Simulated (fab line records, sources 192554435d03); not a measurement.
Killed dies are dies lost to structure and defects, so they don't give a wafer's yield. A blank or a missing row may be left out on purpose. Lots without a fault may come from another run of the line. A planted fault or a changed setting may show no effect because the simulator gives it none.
Chamber matching | flow n5_finfet | N5_MIM_TOP_ALD_00 on ald_hk-02: 4 sister chambers
The step deposits Al2O3, purge time 3 s, co reactant pulse time 3 s. 18 wafers are shown with their chamber, then 9 later ones without.

WAFERS WITH THEIR CHAMBER
wafer  | chamber | precursor_pulse_height_rel
L075.2 | 2       | 0.951
L075.3 | 1       | 0.982
L075.6 | 3       | 1.019
L083.2 | 1       | 0.981
L083.4 | 3       | 0.985
L083.5 | 0       | 1.049
L084.1 | 3       | 0.983
L084.5 | 3       | 0.983
L084.6 | 2       | 1.022
L086.1 | 1       | 1.012
L086.5 | 3       | 0.989
L086.6 | 2       | 0.999
L087.2 | 1       | 1.008
L087.4 | 2       | 1.011
L087.6 | 2       | 1.009
L088.1 | 2       | 1.012
L088.3 | 3       | 0.982
L088.5 | 1       | 1.006

SIGNATURES (means of the wafers above)
reading                    | chamber 0 | chamber 1 | chamber 2 | chamber 3 | scatter within a chamber
precursor_pulse_height_rel | 1.04900   | 0.99780   | 1.00067   | 0.99017   | 0.0192
Rule: a wafer's distance from a chamber is the root of the sum, over the readings, of the square of ((its reading less the chamber's mean) divided by the reading's scatter). The wafer belongs to the nearest chamber; if the next one is less than 2 further off, it can't be placed. The scatter: the root of (the sum of the squares of (reading less its chamber's mean) over the shown wafers, divided by (wafers less chambers)).

WAFERS WITHOUT THEIR CHAMBER
wafer  | precursor_pulse_height_rel
L093.1 | 0.987
L093.2 | 1.029
L093.5 | 1.016
L092.2 | 0.976
L092.4 | 0.990
L092.6 | 0.966
L096.1 | 1.000
L096.3 | 0.988
L096.5 | 1.008

WHICH CHAMBER EACH WENT THROUGH
wafer  | from the rows above               | in truth
L093.1 | can't be placed: 3 or 1 or 2      | 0
L093.2 | can't be placed: 0 or 2 or 1 or 3 | 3
L093.5 | can't be placed: 2 or 1 or 3 or 0 | 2
L092.2 | can't be placed: 3 or 1 or 2      | 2
L092.4 | can't be placed: 3 or 1 or 2      | 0
L092.6 | can't be placed: 3 or 1 or 2      | 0
L096.1 | can't be placed: 2 or 1 or 3      | 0
L096.3 | can't be placed: 3 or 1 or 2      | 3
L096.5 | can't be placed: 2 or 1 or 3 or 0 | 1
Placed correctly: 0 of 9. Can't be placed from these rows: 9 (the true chamber is among the candidates in 5). Placed wrongly: 0.
